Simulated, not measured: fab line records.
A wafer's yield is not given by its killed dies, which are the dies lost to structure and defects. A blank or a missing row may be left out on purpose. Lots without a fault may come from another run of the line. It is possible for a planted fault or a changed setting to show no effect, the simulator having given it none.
Which tool was responsible? / flow nand-harc / Sampling: 24 lots, 72 wafers, 3 of 1302 route steps

== WHAT THE GAUGES SHOWED, per wafer ==
NHARC_A_CHANNEL_HOLE_D2_CD_MEAS_31. Usual: 90.1 nm for cd-nm, sd 1.6.
lot=L075; measured=day 13 08:41; on=cd-sem-03; cd-nm (nm)=87.3 88.7 89.2; flag=
lot=L074; measured=day 13 11:07; on=cd-sem-02; cd-nm (nm)=92.0 91.6 91.4; flag=
lot=L076; measured=day 13 23:05; on=cd-sem-01; cd-nm (nm)=90.2 91.7 93.2; flag=
lot=L077; measured=day 15 02:14; on=cd-sem-03; cd-nm (nm)=91.6 89.0 89.6; flag=
lot=L078; measured=day 15 11:22; on=cd-sem-03; cd-nm (nm)=90.5 89.4 91.2; flag=
lot=L079; measured=day 15 19:51; on=cd-sem-03; cd-nm (nm)=89.2 90.2 92.8; flag=
lot=L080; measured=day 15 19:18; on=cd-sem-01; cd-nm (nm)=87.0 86.8 90.0; flag=
lot=L081; measured=day 17 07:43; on=cd-sem-02; cd-nm (nm)=87.9 91.7 90.6; flag=
lot=L082; measured=day 16 18:38; on=cd-sem-02; cd-nm (nm)=89.3 93.0 90.8; flag=
lot=L083; measured=day 17 10:28; on=cd-sem-02; cd-nm (nm)=89.6 92.2 91.3; flag=
lot=L085; measured=day 18 04:03; on=cd-sem-03; cd-nm (nm)=92.8 92.0 92.3; flag=
lot=L084; measured=day 18 04:42; on=cd-sem-01; cd-nm (nm)=90.0 88.0 89.7; flag=
lot=L087; measured=day 18 14:13; on=cd-sem-01; cd-nm (nm)=90.4 89.9 91.2; flag=
lot=L086; measured=day 18 15:07; on=cd-sem-02; cd-nm (nm)=90.2 89.5 91.8; flag=
lot=L088; measured=day 19 14:31; on=cd-sem-03; cd-nm (nm)=92.3 89.0 89.7; flag=
lot=L089; measured=day 19 14:56; on=cd-sem-02; cd-nm (nm)=91.1 89.4 90.6; flag=
lot=L090; measured=day 20 09:37; on=cd-sem-03; cd-nm (nm)=86.6 91.6 87.5; flag=
lot=L091; measured=day 20 11:13; on=cd-sem-02; cd-nm (nm)=89.5 87.3 91.1; flag=
lot=L092; measured=day 20 17:38; on=cd-sem-03; cd-nm (nm)=91.0 88.9 88.2; flag=
lot=L093; measured=day 21 05:07; on=cd-sem-01; cd-nm (nm)=90.0 88.4 88.2; flag=
lot=L094; measured=day 21 22:33; on=cd-sem-03; cd-nm (nm)=88.6 93.8 90.3; flag=
lot=L095; measured=day 22 16:31; on=cd-sem-02; cd-nm (nm)=88.2 88.3 92.0; flag=
lot=L096; measured=day 22 19:16; on=cd-sem-03; cd-nm (nm)=89.9 93.4 92.5; flag=
lot=L097; measured=day 22 20:41; on=cd-sem-01; cd-nm (nm)=89.3 90.4 86.9; flag=

== WHAT TOOL EACH LOT RAN ON (gives the tool, then ch and the chambers of the sampled wafers, and finally the start) ==
lot=L075; NHARC_A_CHANNEL_HOLE_D2_DESCUM_15=rie-diel-09 ch 0,2,3, day 13 00:17; NHARC_A_CHANNEL_HOLE_D2_ETCH_20=har-etch-01 ch 0,1, day 13 03:20
lot=L074; NHARC_A_CHANNEL_HOLE_D2_DESCUM_15=rie-diel-10 ch 0,1,2, day 13 01:16; NHARC_A_CHANNEL_HOLE_D2_ETCH_20=har-etch-02 ch 0,1, day 13 05:37
lot=L076; NHARC_A_CHANNEL_HOLE_D2_DESCUM_15=rie-diel-10 ch 0,1,2, day 13 16:03; NHARC_A_CHANNEL_HOLE_D2_ETCH_20=har-etch-02 ch 0,1, day 13 17:41
lot=L077; NHARC_A_CHANNEL_HOLE_D2_DESCUM_15=rie-diel-12 ch 0,1, day 14 14:46; NHARC_A_CHANNEL_HOLE_D2_ETCH_20=har-etch-02 ch 0, day 14 16:46
lot=L078; NHARC_A_CHANNEL_HOLE_D2_DESCUM_15=rie-diel-09 ch 0,2,3, day 15 02:40; NHARC_A_CHANNEL_HOLE_D2_ETCH_20=har-etch-01 ch 1, day 15 05:56
lot=L079; NHARC_A_CHANNEL_HOLE_D2_DESCUM_15=rie-diel-09 ch 0,2, day 15 07:49; NHARC_A_CHANNEL_HOLE_D2_ETCH_20=har-etch-01 ch 0, day 15 14:18
lot=L080; NHARC_A_CHANNEL_HOLE_D2_DESCUM_15=rie-diel-10 ch 1,2, day 15 07:58; NHARC_A_CHANNEL_HOLE_D2_ETCH_20=har-etch-02 ch 0,1, day 15 13:50
lot=L081; NHARC_A_CHANNEL_HOLE_D2_DESCUM_15=rie-diel-10 ch 1,3, day 16 11:09; NHARC_A_CHANNEL_HOLE_D2_ETCH_20=har-etch-02 ch 0,1, day 16 12:31
lot=L082; NHARC_A_CHANNEL_HOLE_D2_DESCUM_15=rie-diel-09 ch 0,2,3, day 16 11:34; NHARC_A_CHANNEL_HOLE_D2_ETCH_20=har-etch-01 ch 0, day 16 13:07
lot=L083; NHARC_A_CHANNEL_HOLE_D2_DESCUM_15=rie-diel-12 ch 2,3, day 17 01:24; NHARC_A_CHANNEL_HOLE_D2_ETCH_20=har-etch-01 ch 0,1, day 17 04:54
lot=L085; NHARC_A_CHANNEL_HOLE_D2_DESCUM_15=rie-diel-09 ch 0,1, day 17 15:58; NHARC_A_CHANNEL_HOLE_D2_ETCH_20=har-etch-01 ch 0, day 17 22:39
lot=L084; NHARC_A_CHANNEL_HOLE_D2_DESCUM_15=rie-diel-12 ch 1,2,3, day 17 16:08; NHARC_A_CHANNEL_HOLE_D2_ETCH_20=har-etch-02 ch 0,1, day 17 23:22
lot=L087; NHARC_A_CHANNEL_HOLE_D2_DESCUM_15=rie-diel-09 ch 0,2,3, day 18 07:31; NHARC_A_CHANNEL_HOLE_D2_ETCH_20=har-etch-01 ch 0,1, day 18 08:48
lot=L086; NHARC_A_CHANNEL_HOLE_D2_DESCUM_15=rie-diel-10 ch 0,2,3, day 18 08:26; NHARC_A_CHANNEL_HOLE_D2_ETCH_20=har-etch-02 ch 0, day 18 09:44
lot=L088; NHARC_A_CHANNEL_HOLE_D2_DESCUM_15=rie-diel-12 ch 0,2,3, day 19 05:05; NHARC_A_CHANNEL_HOLE_D2_ETCH_20=har-etch-01 ch 0,1, day 19 09:07
lot=L089; NHARC_A_CHANNEL_HOLE_D2_DESCUM_15=rie-diel-10 ch 1,2,3, day 19 05:50; NHARC_A_CHANNEL_HOLE_D2_ETCH_20=har-etch-02 ch 0, day 19 09:30
lot=L090; NHARC_A_CHANNEL_HOLE_D2_DESCUM_15=rie-diel-10 ch 0,1, day 20 01:14; NHARC_A_CHANNEL_HOLE_D2_ETCH_20=har-etch-01 ch 0,1, day 20 04:10
lot=L091; NHARC_A_CHANNEL_HOLE_D2_DESCUM_15=rie-diel-12 ch 1,3, day 20 02:24; NHARC_A_CHANNEL_HOLE_D2_ETCH_20=har-etch-02 ch 0,1, day 20 05:49
lot=L092; NHARC_A_CHANNEL_HOLE_D2_DESCUM_15=rie-diel-09 ch 0,1,2, day 20 10:25; NHARC_A_CHANNEL_HOLE_D2_ETCH_20=har-etch-01 ch 0,1, day 20 12:12
lot=L093; NHARC_A_CHANNEL_HOLE_D2_DESCUM_15=rie-diel-09 ch 1,2,3, day 20 21:05; NHARC_A_CHANNEL_HOLE_D2_ETCH_20=har-etch-02 ch 0,1, day 20 23:42
lot=L094; NHARC_A_CHANNEL_HOLE_D2_DESCUM_15=rie-diel-10 ch 0,1, day 21 15:34; NHARC_A_CHANNEL_HOLE_D2_ETCH_20=har-etch-02 ch 0, day 21 17:07
lot=L095; NHARC_A_CHANNEL_HOLE_D2_DESCUM_15=rie-diel-10 ch 2,3, day 22 06:27; NHARC_A_CHANNEL_HOLE_D2_ETCH_20=har-etch-01 ch 0,1, day 22 11:13
lot=L096; NHARC_A_CHANNEL_HOLE_D2_DESCUM_15=rie-diel-10 ch 1,2,3, day 22 12:33; NHARC_A_CHANNEL_HOLE_D2_ETCH_20=har-etch-02 ch 0,1, day 22 13:50
lot=L097; NHARC_A_CHANNEL_HOLE_D2_DESCUM_15=rie-diel-09 ch 0,2,3, day 22 13:00; NHARC_A_CHANNEL_HOLE_D2_ETCH_20=har-etch-01 ch 0,1, day 22 15:16
- NHARC_A_CHANNEL_HOLE_D2_DESCUM_15: chemistry O2, time 3 s.
- NHARC_A_CHANNEL_HOLE_D2_ETCH_20: etches the open film in C4F8/O2/Ar, time 361.9 s, target depth 1600 nm.

== AS READ BY THE TOOLS THEMSELVES (means over the sampled wafers that have a number; for cases with no such wafer, the mark the record gives instead) ==
NHARC_A_CHANNEL_HOLE_D2_DESCUM_15. Usual: drypump-motor-current-A 5.9 A, standard deviation 0.5; oes-product-au 1.002 a.u., standard deviation 0.013; rf-vpp-V 57.8 V, standard deviation 0.81; showerhead-plenum-p-Torr 1.91 Torr, standard deviation 0.062; throttle-valve-pct 11.310 %, standard deviation 0.0095.
lot=L075; tool=rie-diel-09; drypump-motor-current-A (A)=5.6; oes-product-au (a.u.)=1.008; rf-vpp-V (V)=57.7; showerhead-plenum-p-Torr (Torr)=1.91; throttle-valve-pct (%)=11.314; flag=
lot=L074; tool=rie-diel-10; drypump-motor-current-A (A)=6.3; oes-product-au (a.u.)=0.995; rf-vpp-V (V)=58.1; showerhead-plenum-p-Torr (Torr)=1.92; throttle-valve-pct (%)=11.318; flag=
lot=L076; tool=rie-diel-10; drypump-motor-current-A (A)=6.3; oes-product-au (a.u.)=1.001; rf-vpp-V (V)=57.4; showerhead-plenum-p-Torr (Torr)=1.92; throttle-valve-pct (%)=11.307; flag=
lot=L077; tool=rie-diel-12; drypump-motor-current-A (A)=5.6; oes-product-au (a.u.)=0.993; rf-vpp-V (V)=58.3; showerhead-plenum-p-Torr (Torr)=1.83; throttle-valve-pct (%)=11.305; flag=
lot=L078; tool=rie-diel-09; drypump-motor-current-A (A)=5.6; oes-product-au (a.u.)=1.012; rf-vpp-V (V)=58.4; showerhead-plenum-p-Torr (Torr)=1.91; throttle-valve-pct (%)=11.307; flag=
lot=L079; tool=rie-diel-09; drypump-motor-current-A (A)=5.7; oes-product-au (a.u.)=1.014; rf-vpp-V (V)=57.5; showerhead-plenum-p-Torr (Torr)=1.88; throttle-valve-pct (%)=11.313; flag=
lot=L080; tool=rie-diel-10; drypump-motor-current-A (A)=6.1; oes-product-au (a.u.)=1.001; rf-vpp-V (V)=56.5; showerhead-plenum-p-Torr (Torr)=1.87; throttle-valve-pct (%)=11.314; flag=
lot=L081; tool=rie-diel-10; drypump-motor-current-A (A)=6.0; oes-product-au (a.u.)=0.993; rf-vpp-V (V)=57.2; showerhead-plenum-p-Torr (Torr)=1.89; throttle-valve-pct (%)=11.311; flag=
lot=L082; tool=rie-diel-09; drypump-motor-current-A (A)=5.6; oes-product-au (a.u.)=1.008; rf-vpp-V (V)=58.3; showerhead-plenum-p-Torr (Torr)=1.91; throttle-valve-pct (%)=11.317; flag=
lot=L083; tool=rie-diel-12; drypump-motor-current-A (A)=5.5; oes-product-au (a.u.)=0.991; rf-vpp-V (V)=58.6; showerhead-plenum-p-Torr (Torr)=1.99; throttle-valve-pct (%)=11.319; flag=
lot=L085; tool=rie-diel-09; drypump-motor-current-A (A)=5.5; oes-product-au (a.u.)=1.018; rf-vpp-V (V)=57.9; showerhead-plenum-p-Torr (Torr)=1.87; throttle-valve-pct (%)=11.306; flag=
lot=L084; tool=rie-diel-12; drypump-motor-current-A (A)=5.4; oes-product-au (a.u.)=0.994; rf-vpp-V (V)=58.4; showerhead-plenum-p-Torr (Torr)=1.93; throttle-valve-pct (%)=11.317; flag=
lot=L087; tool=rie-diel-09; drypump-motor-current-A (A)=5.6; oes-product-au (a.u.)=1.013; rf-vpp-V (V)=57.5; showerhead-plenum-p-Torr (Torr)=1.91; throttle-valve-pct (%)=11.306; flag=
lot=L086; tool=rie-diel-10; drypump-motor-current-A (A)=6.4; oes-product-au (a.u.)=0.997; rf-vpp-V (V)=57.6; showerhead-plenum-p-Torr (Torr)=1.93; throttle-valve-pct (%)=11.302; flag=
lot=L088; tool=rie-diel-12; drypump-motor-current-A (A)=6.0; oes-product-au (a.u.)=0.995; rf-vpp-V (V)=57.5; showerhead-plenum-p-Torr (Torr)=1.94; throttle-valve-pct (%)=11.309; flag=
lot=L089; tool=rie-diel-10; drypump-motor-current-A (A)=6.2; oes-product-au (a.u.)=0.993; rf-vpp-V (V)=57.2; showerhead-plenum-p-Torr (Torr)=1.89; throttle-valve-pct (%)=11.307; flag=
lot=L090; tool=rie-diel-10; drypump-motor-current-A (A)=6.2; oes-product-au (a.u.)=1.003; rf-vpp-V (V)=57.7; showerhead-plenum-p-Torr (Torr)=1.96; throttle-valve-pct (%)=11.311; flag=
lot=L091; tool=rie-diel-12; drypump-motor-current-A (A)=5.1; oes-product-au (a.u.)=0.995; rf-vpp-V (V)=56.9; showerhead-plenum-p-Torr (Torr)=1.88; throttle-valve-pct (%)=11.303; flag=
lot=L092; tool=rie-diel-09; drypump-motor-current-A (A)=5.6; oes-product-au (a.u.)=1.030; rf-vpp-V (V)=58.1; showerhead-plenum-p-Torr (Torr)=1.89; throttle-valve-pct (%)=11.305; flag=
lot=L093; tool=rie-diel-09; drypump-motor-current-A (A)=5.6; oes-product-au (a.u.)=1.019; rf-vpp-V (V)=58.1; showerhead-plenum-p-Torr (Torr)=1.94; throttle-valve-pct (%)=11.317; flag=
lot=L094; tool=rie-diel-10; drypump-motor-current-A (A)=6.1; oes-product-au (a.u.)=0.999; rf-vpp-V (V)=58.0; showerhead-plenum-p-Torr (Torr)=1.91; throttle-valve-pct (%)=11.305; flag=
lot=L095; tool=rie-diel-10; drypump-motor-current-A (A)=6.3; oes-product-au (a.u.)=1.000; rf-vpp-V (V)=57.3; showerhead-plenum-p-Torr (Torr)=1.90; throttle-valve-pct (%)=11.312; flag=
lot=L096; tool=rie-diel-10; drypump-motor-current-A (A)=6.2; oes-product-au (a.u.)=1.001; rf-vpp-V (V)=57.9; showerhead-plenum-p-Torr (Torr)=1.89; throttle-valve-pct (%)=11.306; flag=
lot=L097; tool=rie-diel-09; drypump-motor-current-A (A)=5.6; oes-product-au (a.u.)=0.999; rf-vpp-V (V)=57.2; showerhead-plenum-p-Torr (Torr)=1.91; throttle-valve-pct (%)=11.324; flag=

NHARC_A_CHANNEL_HOLE_D2_ETCH_20. Usual: drypump-motor-current-A 5.5 A, standard deviation 0.34; showerhead-plenum-p-Torr 3.69 Torr, standard deviation 0.11; throttle-valve-pct 32.156 %, standard deviation 0.009.
lot=L075; tool=har-etch-01; drypump-motor-current-A (A)=5.7; showerhead-plenum-p-Torr (Torr)=3.71; throttle-valve-pct (%)=32.153; flag=
lot=L074; tool=har-etch-02; drypump-motor-current-A (A)=5.2; showerhead-plenum-p-Torr (Torr)=3.58; throttle-valve-pct (%)=32.150; flag=
lot=L076; tool=har-etch-02; drypump-motor-current-A (A)=5.5; showerhead-plenum-p-Torr (Torr)=3.65; throttle-valve-pct (%)=32.150; flag=
lot=L077; tool=har-etch-02; drypump-motor-current-A (A)=5.8; showerhead-plenum-p-Torr (Torr)=3.72; throttle-valve-pct (%)=32.161; flag=
lot=L078; tool=har-etch-01; drypump-motor-current-A (A)=5.8; showerhead-plenum-p-Torr (Torr)=3.69; throttle-valve-pct (%)=32.156; flag=
lot=L079; tool=har-etch-01; drypump-motor-current-A (A)=5.5; showerhead-plenum-p-Torr (Torr)=3.68; throttle-valve-pct (%)=32.160; flag=
lot=L080; tool=har-etch-02; drypump-motor-current-A (A)=5.5; showerhead-plenum-p-Torr (Torr)=3.63; throttle-valve-pct (%)=32.155; flag=
lot=L081; tool=har-etch-02; drypump-motor-current-A (A)=5.5; showerhead-plenum-p-Torr (Torr)=3.63; throttle-valve-pct (%)=32.159; flag=
lot=L082; tool=har-etch-01; drypump-motor-current-A (A)=5.5; showerhead-plenum-p-Torr (Torr)=3.68; throttle-valve-pct (%)=32.150; flag=
lot=L083; tool=har-etch-01; drypump-motor-current-A (A)=5.6; showerhead-plenum-p-Torr (Torr)=3.67; throttle-valve-pct (%)=32.156; flag=
lot=L085; tool=har-etch-01; drypump-motor-current-A (A)=5.5; showerhead-plenum-p-Torr (Torr)=3.66; throttle-valve-pct (%)=32.160; flag=
lot=L084; tool=har-etch-02; drypump-motor-current-A (A)=5.5; showerhead-plenum-p-Torr (Torr)=3.78; throttle-valve-pct (%)=32.165; flag=
lot=L087; tool=har-etch-01; drypump-motor-current-A (A)=5.6; showerhead-plenum-p-Torr (Torr)=3.66; throttle-valve-pct (%)=32.159; flag=
lot=L086; tool=har-etch-02; drypump-motor-current-A (A)=5.8; showerhead-plenum-p-Torr (Torr)=3.70; throttle-valve-pct (%)=32.147; flag=
lot=L088; tool=har-etch-01; drypump-motor-current-A (A)=5.6; showerhead-plenum-p-Torr (Torr)=3.65; throttle-valve-pct (%)=32.154; flag=
lot=L089; tool=har-etch-02; drypump-motor-current-A (A)=5.8; showerhead-plenum-p-Torr (Torr)=3.69; throttle-valve-pct (%)=32.147; flag=
lot=L090; tool=har-etch-01; drypump-motor-current-A (A)=5.5; showerhead-plenum-p-Torr (Torr)=3.64; throttle-valve-pct (%)=32.158; flag=
lot=L091; tool=har-etch-02; drypump-motor-current-A (A)=5.5; showerhead-plenum-p-Torr (Torr)=3.76; throttle-valve-pct (%)=32.161; flag=
lot=L092; tool=har-etch-01; drypump-motor-current-A (A)=5.7; showerhead-plenum-p-Torr (Torr)=3.64; throttle-valve-pct (%)=32.143; flag=
lot=L093; tool=har-etch-02; drypump-motor-current-A (A)=5.5; showerhead-plenum-p-Torr (Torr)=3.75; throttle-valve-pct (%)=32.166; flag=
lot=L094; tool=har-etch-02; drypump-motor-current-A (A)=5.8; showerhead-plenum-p-Torr (Torr)=3.67; throttle-valve-pct (%)=32.151; flag=
lot=L095; tool=har-etch-01; drypump-motor-current-A (A)=5.6; showerhead-plenum-p-Torr (Torr)=3.63; throttle-valve-pct (%)=32.155; flag=
lot=L096; tool=har-etch-02; drypump-motor-current-A (A)=5.2; showerhead-plenum-p-Torr (Torr)=3.82; throttle-valve-pct (%)=32.158; flag=
lot=L097; tool=har-etch-01; drypump-motor-current-A (A)=5.6; showerhead-plenum-p-Torr (Torr)=3.62; throttle-valve-pct (%)=32.155; flag=

== THE ANSWER, worked out from the rows above alone ==
Rule: lot off if the mean of its wafers having a number is beyond 3 standard deviations from the usual mean. A lot without any number at a reading at which 4 lots or more have one is off too. Any other lot the step has rows for is counted as sound. After the gauges, taken in route order, come the tools' own readings; for these a lot's mean is taken, as printed above. At the first step where some lot is off, the reading lying furthest off is the one used; lots without a number count as furthest.
No lot is off at any reading shown: from this, nothing can be told.

== WHAT HAD BEEN PUT IN BY THE SIMULATOR ==
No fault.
